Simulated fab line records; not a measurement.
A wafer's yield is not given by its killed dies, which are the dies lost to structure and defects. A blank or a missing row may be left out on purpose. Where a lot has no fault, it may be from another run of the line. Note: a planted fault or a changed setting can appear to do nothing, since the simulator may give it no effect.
fab line records + flow nand-harc + part 1 of 2: steps 1 to 3 of 6
record
- lots=18
- wafers=54
- last-day=24
route steps=1159 shown A_CHANNEL_FILL_D1@509 A_STAIRCASE@530
lots untouched by any fault: they come from a run of this same line in which no faults occurred
start-h: the number of hours between the record's first day and the start of the first shown wafer of the lot + wait-h: how many hours have passed since the lot's step before this one + " identical to the entry in the row above + L1.1+2: a row that stands for several wafers + - no value, or no start given + * or withheld: withheld + < > ~ a bound
route shown NAME@n: NAME is a module with steps in the file, n the number in the route of the first one + usual: mean and standard deviation over wafers with no fault + same: alike in all rows + chamber/n: place in a boat + sites: readings site by site + _std_site: the values' standard deviation + _edge_site: mean of outer sites minus mean of inner sites + radius-mm: for every site, how far away it sits from the centre of the wafer + mask NAME#n: copy n + behind: the most recent tool/chamber to have shaped the wafer + hold: why the lot was held/for how many hours/how that ended + device: the n, p or np transistor that did not switch + end of line: tests of these same wafers at the route's end + where a step has no rows: the recipe by itself + killed: count of dies lost to structure and defects at first sort (not the wafer's yield) + map: dies across one wafer; x = killed, . = not, _ = none there
set.NAME: the run value of the setting; set.NAME@STEP: its run value at that earlier step + model.NAME: the simulator's own value behind a step, which no gauge read
route steps across a sampled set of lots; one table per step, one row per wafer
services: when a tool's chamber went out of use (start-h, in hours from the record's first day, below 0 if earlier), for how many hours, and the reason
## steps
# step NHARC_A_CHANNEL_FILL_D1_STRIP_29
# recipe
- time-s=20
- o2-flow-sccm=500
- ar-flow-sccm=0
- bias-w=0
- chemistry=O2
# usual
- drypump-motor-current-A=5.7/0.45
- mfc-ar-sccm=0.006/0.01
- o2-flow-sccm=499.9/1.5
- oes-product-au=0.998/0.0091
- rf-vpp-V=57.9/0.84
- showerhead-plenum-p-Torr=3.57/0.15
- throttle-valve-pct=17.037/0.01
# same
- time-s=20
| lot.wafer | tool        | chamber | start-h | wait-h | drypump-motor-current-A | mfc-ar-sccm | o2-flow-sccm | oes-product-au | rf-hours-counter-h | rf-vpp-V | showerhead-plenum-p-Torr | throttle-valve-pct |
|-----------|-------------|---------|---------|--------|-------------------------|-------------|--------------|----------------|--------------------|----------|--------------------------|--------------------|
| L075.3    | rie-diel-08 | 1       | -       | -      | 5.3                     | 0           | 498.6        | 0.990          | 2                  | 59.0     | 3.53                     | 17.033             |
| L075.4    | "           | 2       | "       | "      | 5.6                     | 0           | 499.4        | 1.012          | 3                  | 58.1     | 3.53                     | 17.038             |
| L075.1    | "           | 3       | "       | "      | 5.3                     | 0           | 498.9        | 1.001          | 3                  | 57.2     | 3.67                     | 17.038             |
| L076.2    | rie-diel-05 | 1       | -       | -      | 5.8                     | 0.026       | 500.2        | 0.989          | 3                  | 58.1     | 3.63                     | 17.028             |
| L076.1    | "           | 3       | "       | "      | 6.4                     | 0.006       | 498.9        | 0.996          | 3                  | 58.3     | 3.75                     | 17.050             |
| L076.6    | "           | 1       | "       | "      | 5.8                     | 0.026       | 501.4        | 0.992          | -                  | 58.0     | 3.63                     | 17.036             |
| L078.3    | rie-diel-08 | 1       | -       | -      | 5.3                     | 0           | 502.0        | 0.994          | 2                  | 57.8     | 3.53                     | 17.051             |
| L078.1    | "           | 2       | "       | "      | 5.6                     | 0           | 502.8        | 1.016          | 3                  | 57.8     | 3.53                     | 17.043             |
| L078.4    | "           | 3       | "       | "      | 5.3                     | 0           | 498.1        | 0.999          | 3                  | 58.1     | 3.67                     | 17.031             |
| L074.1    | rie-diel-05 | 1       | -       | -      | 5.8                     | 0.026       | 499.6        | 0.994          | 3                  | 56.0     | 3.63                     | 17.040             |
| L074.2    | "           | 2       | "       | "      | 5.9                     | 0           | 498.6        | 1.015          | 3                  | 55.3     | 3.41                     | 17.035             |
| L074.5    | "           | 0       | "       | "      | 4.8                     | 0           | 499.6        | 0.988          | -                  | 58.1     | 3.33                     | 17.035             |
| L079.4    | rie-diel-08 | 1       | -       | -      | 5.3                     | 0           | 500.8        | 1.002          | 2                  | 57.7     | 3.53                     | 17.028             |
| L079.1    | "           | 2       | "       | "      | 5.6                     | 0           | 498.3        | 1.017          | 3                  | 58.3     | 3.53                     | 17.040             |
| L079.3    | "           | 0       | "       | "      | 6.2                     | 0.023       | 500.8        | 0.997          | 2                  | 57.8     | 3.77                     | 17.040             |
| L082.2    | rie-diel-05 | 3       | -       | -      | 6.4                     | 0.006       | 500.1        | 1.001          | 4                  | 58.1     | 3.75                     | 17.048             |
| L082.1    | "           | 0       | "       | "      | 4.8                     | 0           | 501.0        | 0.994          | 4                  | 57.3     | 3.33                     | 17.042             |
| L082.5    | "           | 1       | "       | "      | 5.8                     | 0.026       | 498.5        | 0.995          | -                  | 57.8     | 3.63                     | 17.020             |
| L083.2    | rie-diel-08 | 0       | -       | -      | 6.2                     | 0.023       | 498.1        | 0.989          | 3                  | 57.8     | 3.77                     | 17.014             |
| L083.1    | "           | 3       | "       | "      | 5.3                     | 0           | 500.1        | 0.990          | 3                  | 57.8     | 3.67                     | 17.029             |
| L083.6    | "           | 1       | "       | "      | 5.3                     | 0           | 500.9        | 0.982          | -                  | 57.8     | 3.53                     | 17.039             |
| L089.2    | rie-diel-05 | 2       | -       | -      | 5.9                     | 0           | 500.2        | 1.018          | 4                  | 58.1     | 3.41                     | 17.046             |
| L089.4    | "           | 3       | "       | "      | 6.4                     | 0.006       | 501.2        | 0.999          | 4                  | 58.3     | 3.75                     | 17.032             |
| L089.6    | "           | 2       | "       | "      | 5.9                     | 0           | 499.9        | 1.021          | -                  | 56.7     | 3.41                     | 17.045             |
| L085.1    | rie-diel-08 | 1       | -       | -      | 5.3                     | 0           | 500.7        | 0.983          | 3                  | 57.3     | 3.53                     | 17.032             |
| L085.3    | "           | 3       | "       | "      | 5.2                     | 0           | 499.3        | 0.998          | 4                  | 58.8     | 3.67                     | 17.034             |
| L085.2    | "           | 0       | "       | "      | 6.2                     | 0.023       | 498.3        | 0.982          | 3                  | 56.4     | 3.77                     | 17.018             |
| L087.2    | rie-diel-05 | 2       | -       | -      | 5.9                     | 0           | 498.3        | 1.023          | 4                  | 57.9     | 3.41                     | 17.033             |
| L087.4    | "           | 1       | "       | "      | 5.8                     | 0.026       | 498.8        | 0.977          | 4                  | 59.3     | 3.63                     | 17.057             |
| L087.5    | "           | 2       | "       | "      | 6.0                     | 0           | 500.7        | 1.013          | -                  | 58.0     | 3.41                     | 17.032             |
| L086.3    | rie-diel-08 | 2       | -       | -      | 5.6                     | 0           | 498.1        | 0.998          | 0                  | 57.8     | 3.53                     | 17.028             |
| L086.1    | "           | 3       | "       | "      | 5.3                     | 0           | 502.7        | 1.005          | 0                  | 58.0     | 3.67                     | 17.026             |
| L086.6    | "           | 0       | "       | "      | 6.2                     | 0.023       | 499.3        | 1.014          | -                  | 57.8     | 3.77                     | 17.033             |
| L088.2    | rie-diel-05 | 1       | -       | -      | 5.8                     | 0.026       | 498.0        | 0.997          | 5                  | 58.5     | 3.63                     | 17.042             |
| L088.1    | "           | 3       | "       | "      | 6.5                     | 0.006       | 500.7        | 1.002          | 5                  | 59.7     | 3.75                     | 17.036             |
| L088.5    | "           | 2       | "       | "      | 5.9                     | 0           | 500.1        | 1.012          | -                  | 58.2     | 3.41                     | 17.043             |
| L092.4    | rie-diel-08 | 1       | -       | -      | 5.3                     | 0           | 500.4        | 1.008          | 0                  | 56.3     | 3.53                     | 17.021             |
| L092.5    | "           | 1       | "       | "      | 5.4                     | 0           | 500.1        | 1.001          | -                  | 58.0     | 3.53                     | 17.049             |
| L092.6    | "           | 2       | "       | "      | 5.6                     | 0           | 501.1        | 0.998          | -                  | 58.5     | 3.53                     | 17.042             |
| L091.3    | rie-diel-05 | 0       | -       | -      | 4.8                     | 0           | 502.2        | 0.997          | 5                  | 58.2     | 3.33                     | 17.033             |
| L091.1    | "           | 2       | "       | "      | 6.0                     | 0           | 499.7        | 1.018          | 5                  | 57.3     | 3.41                     | 17.050             |
| L091.4    | "           | 3       | "       | "      | 6.4                     | 0.006       | 500.3        | 1.003          | 5                  | 59.4     | 3.75                     | 17.064             |
| L093.3    | rie-diel-08 | 0       | -       | -      | 6.2                     | 0.023       | 499.5        | 0.989          | 1                  | 59.4     | 3.77                     | 17.041             |
| L093.4    | "           | 1       | "       | "      | 5.3                     | 0           | 496.5        | 0.999          | 1                  | 57.4     | 3.53                     | 17.029             |
| L093.6    | "           | 1       | "       | "      | 5.3                     | 0           | 497.0        | 1.005          | -                  | 56.7     | 3.53                     | 17.039             |
| L094.2    | rie-diel-07 | 3       | -       | -      | 5.7                     | 0.002       | 501.7        | 1.000          | 20                 | 58.4     | 3.37                     | 17.035             |
| L094.1    | "           | 0       | "       | "      | 6.0                     | 0           | 497.8        | 0.991          | 21                 | 58.3     | 3.58                     | 17.039             |
| L094.6    | "           | 1       | "       | "      | 5.7                     | 0           | 502.3        | 0.986          | -                  | 59.0     | 3.76                     | 17.039             |
| L095.4    | rie-diel-08 | 2       | -       | -      | 5.6                     | 0           | 497.1        | 0.985          | 1                  | 56.2     | 3.53                     | 17.051             |
| L095.1    | "           | 3       | "       | "      | 5.3                     | 0           | 500.9        | 0.999          | 1                  | 58.1     | 3.67                     | 17.046             |
| L095.6    | "           | 1       | "       | "      | 5.3                     | 0           | 501.8        | 0.986          | -                  | 58.1     | 3.53                     | 17.035             |
| L097.2    | rie-diel-05 | 1       | -       | -      | 5.8                     | 0.026       | 498.7        | 0.991          | 0                  | 58.0     | 3.62                     | 17.020             |
| L097.4    | "           | 3       | "       | "      | 6.5                     | 0.006       | 500.6        | 0.997          | 0                  | 59.2     | 3.75                     | 17.023             |
| L097.6    | "           | 1       | "       | "      | 5.8                     | 0.026       | 501.3        | 0.993          | -                  | 57.8     | 3.62                     | 17.036             |
# step NHARC_A_STAIRCASE_DESCUM_168
# recipe
- time-s=3
- o2-flow-sccm=200
- ar-flow-sccm=0
- bias-power-w=0
- chemistry=O2
# usual
- drypump-motor-current-A=5.9/0.39
- mfc-ar-sccm=0.005/0.0068
- o2-flow-sccm=200.0/0.61
- oes-product-au=0.997/0.01
- rf-vpp-V=57.7/0.88
- showerhead-plenum-p-Torr=1.87/0.079
- throttle-valve-pct=11.312/0.0096
# same
- time-s=3
| lot.wafer | tool        | chamber | start-h | wait-h | drypump-motor-current-A | mfc-ar-sccm | o2-flow-sccm | oes-product-au | rf-hours-counter-h | rf-vpp-V | showerhead-plenum-p-Torr | throttle-valve-pct |
|-----------|-------------|---------|---------|--------|-------------------------|-------------|--------------|----------------|--------------------|----------|--------------------------|--------------------|
| L075.4    | rie-diel-13 | 3       | 246.27  | -      | 6.4                     | 0.004       | 199.7        | 0.988          | 51                 | 57.9     | 1.77                     | 11.318             |
| L075.3    | "           | 0       | "       | "      | 5.0                     | 0           | 200.6        | 1.015          | 51                 | 57.6     | 1.81                     | 11.317             |
| L075.1    | "           | 1       | "       | "      | 6.2                     | 0.006       | 199.9        | 1.009          | 49                 | 58.2     | 1.99                     | 11.329             |
| L076.1    | rie-diel-01 | 2       | 246.44  | -      | 6.2                     | 0           | 199.9        | 0.990          | 37                 | 56.3     | 1.83                     | 11.314             |
| L076.2    | "           | 3       | "       | "      | 5.2                     | 0.004       | 200.5        | 0.997          | 39                 | 59.0     | 1.79                     | 11.333             |
| L076.6    | "           | 0       | "       | "      | 6.1                     | 0.009       | 200.1        | 0.978          | -                  | 58.4     | 1.97                     | 11.306             |
| L078.4    | rie-diel-01 | 3       | 249.87  | -      | 5.2                     | 0.004       | 200.0        | 0.998          | 40                 | 57.3     | 1.79                     | 11.307             |
| L078.1    | "           | 0       | "       | "      | 6.1                     | 0.009       | 200.2        | 0.984          | 37                 | 58.7     | 1.97                     | 11.310             |
| L078.3    | "           | 1       | "       | "      | 5.8                     | 0           | 201.2        | 0.988          | 36                 | 56.4     | 1.86                     | 11.305             |
| L074.2    | rie-diel-01 | 3       | 250.04  | -      | 5.2                     | 0.004       | 199.2        | 1.008          | 40                 | 56.1     | 1.79                     | 11.311             |
| L074.1    | "           | 1       | "       | "      | 5.8                     | 0           | 199.7        | 0.997          | 36                 | 58.3     | 1.86                     | 11.317             |
| L074.5    | "           | 2       | "       | "      | 6.2                     | 0           | 200.1        | 1.004          | -                  | 59.6     | 1.83                     | 11.312             |
| L079.4    | rie-diel-03 | 0       | 254.36  | -      | 5.9                     | 0           | 199.7        | 0.993          | 11                 | 58.5     | 1.90                     | 11.315             |
| L079.3    | "           | 2       | "       | "      | 6.3                     | 0.025       | 200.5        | 1.003          | 10                 | 58.1     | 1.78                     | 11.316             |
| L079.1    | "           | 3       | "       | "      | 6.2                     | 0           | 201.4        | 1.012          | 11                 | 58.4     | 1.90                     | 11.311             |
| L083.2    | rie-diel-01 | 1       | 281.56  | -      | 5.8                     | 0           | 199.4        | 0.992          | 51                 | 57.9     | 1.85                     | 11.315             |
| L083.1    | "           | 2       | "       | "      | 6.2                     | 0           | 200.4        | 1.004          | 52                 | 57.9     | 1.83                     | 11.314             |
| L083.6    | "           | 2       | "       | "      | 6.2                     | 0           | 201.0        | 1.005          | -                  | 57.2     | 1.83                     | 11.312             |
| L082.2    | rie-diel-03 | 2       | 281.77  | -      | 6.3                     | 0.025       | 200.1        | 1.025          | 21                 | 57.7     | 1.78                     | 11.301             |
| L082.1    | "           | 1       | "       | "      | 6.1                     | 0           | 199.8        | 1.011          | 20                 | 57.3     | 1.77                     | 11.299             |
| L082.5    | "           | 3       | "       | "      | 6.2                     | 0           | 200.3        | 1.003          | -                  | 58.8     | 1.90                     | 11.307             |
| L089.2    | rie-diel-03 | 3       | 305.43  | -      | 6.2                     | 0           | 200.0        | 1.008          | 30                 | 58.0     | 1.90                     | 11.319             |
| L089.4    | "           | 1       | "       | "      | 6.1                     | 0           | 200.1        | 1.015          | 26                 | 56.6     | 1.77                     | 11.302             |
| L089.6    | "           | 0       | "       | "      | 5.8                     | 0           | 199.6        | 1.003          | -                  | 58.4     | 1.90                     | 11.327             |
| L085.1    | rie-diel-01 | 2       | 305.62  | -      | 6.2                     | 0           | 200.6        | 1.001          | 59                 | 57.5     | 1.83                     | 11.314             |
| L085.2    | "           | 0       | "       | "      | 6.1                     | 0.009       | 200.1        | 0.985          | 61                 | 57.9     | 1.96                     | 11.315             |
| L085.3    | "           | 1       | "       | "      | 5.8                     | 0           | 200.7        | 0.978          | 58                 | 57.5     | 1.85                     | 11.303             |
| L087.4    | rie-diel-01 | 3       | 313.86  | -      | 5.2                     | 0.004       | 200.3        | 0.982          | 66                 | 56.6     | 1.78                     | 11.291             |
| L087.2    | "           | 1       | "       | "      | 5.8                     | 0           | 200.9        | 0.986          | 63                 | 57.7     | 1.85                     | 11.306             |
| L087.5    | "           | 3       | "       | "      | 5.3                     | 0.004       | 200.7        | 0.990          | -                  | 57.3     | 1.78                     | 11.304             |
| L086.3    | rie-diel-03 | 0       | 320.75  | -      | 5.8                     | 0           | 200.1        | 1.007          | 34                 | 58.0     | 1.89                     | 11.312             |
| L086.1    | "           | 2       | "       | "      | 6.3                     | 0.025       | 200.9        | 1.007          | 37                 | 58.3     | 1.78                     | 11.306             |
| L086.6    | "           | 0       | "       | "      | 5.8                     | 0           | 201.4        | 0.997          | -                  | 55.6     | 1.89                     | 11.294             |
| L088.2    | rie-diel-01 | 1       | 327.99  | -      | 5.8                     | 0           | 200.2        | 0.999          | 0                  | 58.3     | 1.85                     | 11.314             |
| L088.1    | "           | 3       | "       | "      | 5.2                     | 0.004       | 199.7        | 1.000          | 0                  | 56.4     | 1.78                     | 11.317             |
| L088.5    | "           | 0       | "       | "      | 6.1                     | 0.009       | 200.1        | 0.993          | -                  | 58.7     | 1.96                     | 11.314             |
| L092.4    | rie-diel-13 | 3       | 336.88  | -      | 6.4                     | 0.004       | 200.6        | 0.993          | 20                 | 57.1     | 2.07                     | 11.301             |
| L092.5    | "           | 0       | "       | "      | 5.0                     | 0           | 200.4        | 1.013          | -                  | 56.9     | 1.80                     | 11.325             |
| L092.6    | "           | 1       | "       | "      | 6.3                     | 0.006       | 199.3        | 1.008          | -                  | 56.8     | 1.97                     | 11.305             |
| L091.1    | rie-diel-03 | 0       | 337.12  | -      | 5.9                     | 0           | 200.2        | 1.005          | 44                 | 57.4     | 1.89                     | 11.314             |
| L091.3    | "           | 2       | "       | "      | 6.3                     | 0.025       | 199.1        | 1.004          | 46                 | 58.3     | 1.77                     | 11.330             |
| L091.4    | "           | 2       | "       | "      | 6.3                     | 0.025       | 199.4        | 0.995          | -                  | 57.9     | 1.77                     | 11.305             |
| L094.1    | rie-diel-13 | 2       | 348.23  | -      | 6.0                     | 0.014       | 200.9        | 0.998          | 24                 | 58.3     | 1.96                     | 11.323             |
| L094.2    | "           | 3       | "       | "      | 6.4                     | 0.004       | 200.5        | 0.992          | 25                 | 59.0     | 2.07                     | 11.304             |
| L094.6    | "           | 2       | "       | "      | 6.0                     | 0.014       | 200.0        | 0.993          | -                  | 57.2     | 1.96                     | 11.307             |
| L093.4    | rie-diel-01 | 2       | 348.46  | -      | 6.2                     | 0           | 200.1        | 0.988          | 8                  | 57.8     | 1.82                     | 11.297             |
| L093.3    | "           | 3       | "       | "      | 5.2                     | 0.004       | 201.3        | 0.999          | 8                  | 57.7     | 1.78                     | 11.286             |
| L093.6    | "           | 2       | "       | "      | 6.2                     | 0           | 199.3        | 0.997          | -                  | 58.3     | 1.82                     | 11.316             |
| L095.1    | rie-diel-03 | 0       | 357.43  | -      | 5.8                     | 0           | 200.1        | 0.998          | 51                 | 57.7     | 1.89                     | 11.311             |
| L095.6    | "           | 0       | "       | "      | 5.8                     | 0           | 200.9        | 1.004          | -                  | 56.7     | 1.89                     | 11.314             |
| L095.4    | "           | 3       | "       | "      | 6.2                     | 0           | 200.8        | 1.011          | -                  | 57.2     | 1.89                     | 11.308             |
| L097.2    | rie-diel-01 | 3       | 362.82  | -      | 5.2                     | 0.004       | 200.2        | 0.987          | 13                 | 55.7     | 1.77                     | 11.327             |
| L097.4    | "           | 0       | "       | "      | 6.1                     | 0.009       | 198.6        | 0.984          | 13                 | 58.8     | 1.96                     | 11.311             |
| L097.6    | "           | 0       | "       | "      | 6.1                     | 0.009       | 199.2        | 0.991          | -                  | 57.8     | 1.96                     | 11.301             |
# step NHARC_A_STAIRCASE_TRIM_16
# recipe
- time-s=211.2
- o2-flow-sccm=500
- ar-flow-sccm=0
- bias-w=0
- chemistry=O2
# usual
- drypump-motor-current-A=6.0/0.42
- mfc-ar-sccm=0.006/0.0076
- o2-flow-sccm=499.9/1.6
- oes-product-au=0.999/0.01
- rf-vpp-V=57.6/1.1
- showerhead-plenum-p-Torr=3.49/0.16
- throttle-valve-pct=17.037/0.0094
# same
- time-s=211.2
| lot.wafer | tool        | chamber | start-h | wait-h | drypump-motor-current-A | mfc-ar-sccm | o2-flow-sccm | oes-product-au | rf-hours-counter-h | rf-vpp-V | showerhead-plenum-p-Torr | throttle-valve-pct |
|-----------|-------------|---------|---------|--------|-------------------------|-------------|--------------|----------------|--------------------|----------|--------------------------|--------------------|
| L075.4    | rie-diel-13 | 0       | -       | -      | 5.0                     | 0           | 498.6        | 1.019          | 52                 | 57.9     | 3.36                     | 17.049             |
| L075.1    | "           | 2       | "       | "      | 6.1                     | 0.014       | 498.1        | 0.995          | 51                 | 58.7     | 3.63                     | 17.043             |
| L075.3    | "           | 3       | "       | "      | 6.4                     | 0.004       | 499.9        | 0.998          | 52                 | 57.0     | 3.27                     | 17.033             |
| L076.1    | rie-diel-03 | 3       | -       | -      | 6.2                     | 0           | 501.2        | 0.997          | 9                  | 57.3     | 3.51                     | 17.042             |
| L076.2    | "           | 2       | "       | "      | 6.3                     | 0.025       | 502.3        | 1.006          | 9                  | 56.8     | 3.30                     | 17.026             |
| L076.6    | "           | 0       | "       | "      | 5.9                     | 0           | 498.2        | 1.008          | -                  | 57.6     | 3.51                     | 17.048             |
| L078.1    | rie-diel-01 | 2       | -       | -      | 6.2                     | 0           | 499.0        | 0.999          | 39                 | 58.6     | 3.39                     | 17.032             |
| L078.3    | "           | 0       | "       | "      | 6.1                     | 0.009       | 500.4        | 0.988          | 38                 | 58.5     | 3.63                     | 17.040             |
| L078.4    | "           | 1       | "       | "      | 5.8                     | 0           | 499.9        | 0.979          | 37                 | 56.7     | 3.43                     | 17.039             |
| L074.1    | rie-diel-01 | 1       | -       | -      | 5.8                     | 0           | 500.9        | 1.000          | 37                 | 59.0     | 3.43                     | 17.023             |
| L074.2    | "           | 0       | "       | "      | 6.1                     | 0.009       | 497.2        | 0.985          | 39                 | 57.3     | 3.63                     | 17.035             |
| L074.5    | "           | 2       | "       | "      | 6.2                     | 0           | 498.4        | 1.004          | -                  | 58.0     | 3.39                     | 17.038             |
| L079.1    | rie-diel-01 | 3       | -       | -      | 5.2                     | 0.004       | 499.9        | 1.005          | 43                 | 57.6     | 3.31                     | 17.046             |
| L079.3    | "           | 0       | "       | "      | 6.1                     | 0.009       | 499.6        | 0.984          | 40                 | 59.8     | 3.63                     | 17.040             |
| L079.4    | "           | 1       | "       | "      | 5.8                     | 0           | 499.3        | 0.989          | 39                 | 57.9     | 3.43                     | 17.027             |
| L083.2    | rie-diel-01 | 2       | -       | -      | 6.2                     | 0           | 503.0        | 0.996          | 52                 | 57.1     | 3.38                     | 17.032             |
| L083.1    | "           | 0       | "       | "      | 6.1                     | 0.009       | 497.9        | 0.980          | 54                 | 56.5     | 3.62                     | 17.040             |
| L083.6    | "           | 1       | "       | "      | 5.8                     | 0           | 502.8        | 0.986          | -                  | 55.2     | 3.42                     | 17.041             |
| L082.2    | rie-diel-03 | 2       | -       | -      | 6.3                     | 0.025       | 500.7        | 1.010          | 22                 | 56.9     | 3.30                     | 17.026             |
| L082.1    | "           | 0       | "       | "      | 5.8                     | 0           | 498.2        | 1.003          | 23                 | 56.9     | 3.50                     | 17.022             |
| L082.5    | "           | 2       | "       | "      | 6.3                     | 0.025       | 501.0        | 1.010          | -                  | 55.8     | 3.30                     | 17.044             |
| L089.2    | rie-diel-13 | 1       | -       | -      | 6.3                     | 0.006       | 499.9        | 0.989          | 9                  | 58.8     | 3.64                     | 17.032             |
| L089.4    | "           | 3       | "       | "      | 6.4                     | 0.004       | 499.5        | 0.979          | 8                  | 56.6     | 3.80                     | 17.030             |
| L089.6    | "           | 1       | "       | "      | 6.2                     | 0.006       | 501.7        | 1.004          | -                  | 58.6     | 3.64                     | 17.042             |
| L085.3    | rie-diel-13 | 2       | -       | -      | 6.0                     | 0.014       | 499.3        | 0.991          | 8                  | 60.0     | 3.62                     | 17.044             |
| L085.1    | "           | 3       | "       | "      | 6.4                     | 0.004       | 500.3        | 0.976          | 8                  | 58.5     | 3.80                     | 17.058             |
| L085.2    | "           | 0       | "       | "      | 5.0                     | 0           | 499.1        | 1.006          | 9                  | 58.2     | 3.35                     | 17.028             |
| L087.4    | rie-diel-03 | 0       | -       | -      | 5.9                     | 0           | 497.2        | 1.000          | 33                 | 57.6     | 3.50                     | 17.056             |
| L087.2    | "           | 1       | "       | "      | 6.1                     | 0           | 499.6        | 1.002          | 32                 | 56.8     | 3.27                     | 17.039             |
| L087.5    | "           | 0       | "       | "      | 5.9                     | 0           | 497.1        | 1.002          | -                  | 58.4     | 3.50                     | 17.042             |
| L086.3    | rie-diel-13 | 2       | -       | -      | 6.1                     | 0.014       | 500.4        | 0.993          | 15                 | 58.6     | 3.62                     | 17.052             |
| L086.1    | "           | 0       | "       | "      | 5.0                     | 0           | 499.0        | 1.004          | 17                 | 56.5     | 3.34                     | 17.032             |
| L086.6    | "           | 2       | "       | "      | 6.1                     | 0.014       | 498.7        | 0.992          | -                  | 56.9     | 3.62                     | 17.029             |
| L088.2    | rie-diel-13 | 2       | -       | -      | 6.1                     | 0.014       | 499.9        | 0.988          | 17                 | 58.0     | 3.62                     | 17.035             |
| L088.1    | "           | 0       | "       | "      | 5.0                     | 0           | 498.8        | 1.010          | 19                 | 57.2     | 3.34                     | 17.039             |
| L088.5    | "           | 3       | "       | "      | 6.4                     | 0.004       | 499.7        | 0.986          | -                  | 59.7     | 3.80                     | 17.037             |
| L092.4    | rie-diel-13 | 3       | -       | -      | 6.4                     | 0.004       | 502.4        | 0.989          | 21                 | 58.2     | 3.80                     | 17.036             |
| L092.6    | "           | 0       | "       | "      | 5.0                     | 0           | 499.4        | 1.016          | -                  | 57.3     | 3.34                     | 17.047             |
| L092.5    | "           | 1       | "       | "      | 6.2                     | 0.006       | 500.9        | 1.011          | -                  | 58.1     | 3.63                     | 17.041             |
| L091.1    | rie-diel-13 | 1       | -       | -      | 6.3                     | 0.006       | 499.2        | 0.995          | 22                 | 57.7     | 3.63                     | 17.051             |
| L091.3    | "           | 2       | "       | "      | 6.0                     | 0.014       | 500.7        | 0.992          | 21                 | 59.1     | 3.61                     | 17.034             |
| L091.4    | "           | 3       | "       | "      | 6.4                     | 0.004       | 499.9        | 0.988          | 21                 | 57.3     | 3.80                     | 17.036             |
| L094.1    | rie-diel-03 | 0       | -       | -      | 5.8                     | 0           | 500.1        | 1.008          | 48                 | 58.7     | 3.49                     | 17.036             |
| L094.2    | "           | 2       | "       | "      | 6.3                     | 0.025       | 498.7        | 0.995          | 50                 | 57.6     | 3.28                     | 17.043             |
| L094.6    | "           | 3       | "       | "      | 6.2                     | 0           | 497.0        | 0.999          | -                  | 60.1     | 3.49                     | 17.044             |
| L093.4    | rie-diel-13 | 1       | -       | -      | 6.3                     | 0.006       | 502.3        | 1.012          | 27                 | 57.4     | 3.63                     | 17.033             |
| L093.3    | "           | 3       | "       | "      | 6.4                     | 0.004       | 498.9        | 0.997          | 26                 | 58.9     | 3.79                     | 17.035             |
| L093.6    | "           | 2       | "       | "      | 6.1                     | 0.014       | 496.8        | 1.010          | -                  | 58.7     | 3.61                     | 17.029             |
| L095.1    | rie-diel-03 | 0       | -       | -      | 5.8                     | 0           | 501.2        | 1.011          | 52                 | 56.4     | 3.49                     | 17.028             |
| L095.6    | "           | 2       | "       | "      | 6.3                     | 0.025       | 497.5        | 1.011          | -                  | 57.7     | 3.28                     | 17.038             |
| L095.4    | "           | 3       | "       | "      | 6.2                     | 0           | 499.4        | 1.009          | -                  | 57.3     | 3.49                     | 17.048             |
| L097.2    | rie-diel-03 | 0       | -       | -      | 5.8                     | 0           | 502.2        | 0.997          | 55                 | 57.0     | 3.48                     | 17.041             |
| L097.4    | "           | 3       | "       | "      | 6.2                     | 0           | 496.4        | 1.004          | -                  | 57.2     | 3.49                     | 17.031             |
| L097.6    | "           | 0       | "       | "      | 5.9                     | 0           | 499.5        | 0.994          | -                  | 57.6     | 3.49                     | 17.049             |
